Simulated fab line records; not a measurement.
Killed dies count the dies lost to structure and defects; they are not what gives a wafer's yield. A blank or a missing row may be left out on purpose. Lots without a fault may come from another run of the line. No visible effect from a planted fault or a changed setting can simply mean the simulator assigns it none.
Chamber matching ; flow nand-harc ; NHARC_A_CONTACT_ETCH_98 on rie-diel-01 has 4 sister chambers
The step etches the open film in C4F6/O2, target depth 20 nm, time 10 s. 4 wafers are shown with their chamber, then 7 later ones without.

## WAFERS, EACH WITH ITS CHAMBER
wafer;chamber;showerhead-plenum-p-Torr (Torr)
L682.5;2;3.84
L685.1;0;4.21
L689.2;1;3.72
L689.4;3;3.86

## WAFERS WHOSE CHAMBER IS MISSING
wafer;showerhead-plenum-p-Torr (Torr)
L689.5;3.83
L698.2;4.20
L698.5;3.85
L698.6;3.83
L699.1;4.20
L699.3;3.82
L699.5;3.85

## EACH ONE'S CHAMBER
wafer;from the rows above;in truth
L689.5;can't be placed: 2 or 3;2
L698.2;0;0
L698.5;can't be placed: 3 or 2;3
L698.6;can't be placed: 2 or 3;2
L699.1;0;0
L699.3;can't be placed: 2 or 3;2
L699.5;can't be placed: 3 or 2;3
2 of 7 placed correctly. Cannot be placed on the basis of these rows: 5; the candidates contain the true chamber in 5. Wrongly placed: 0.
How it was worked out, from the rows above alone: a wafer's distance from a chamber is the root of the sum, over the readings, of the square of ((its reading less the chamber's mean) divided by the reading's scatter). The wafer belongs to the nearest chamber; if the next one is less than 2 further off, it can't be placed. For every chamber, the mean is computed from those of its wafers that are shown. The scatter (one wafer shown for each chamber): square how far every hidden wafer sits from the nearest shown wafer, average those squares and take the square root.
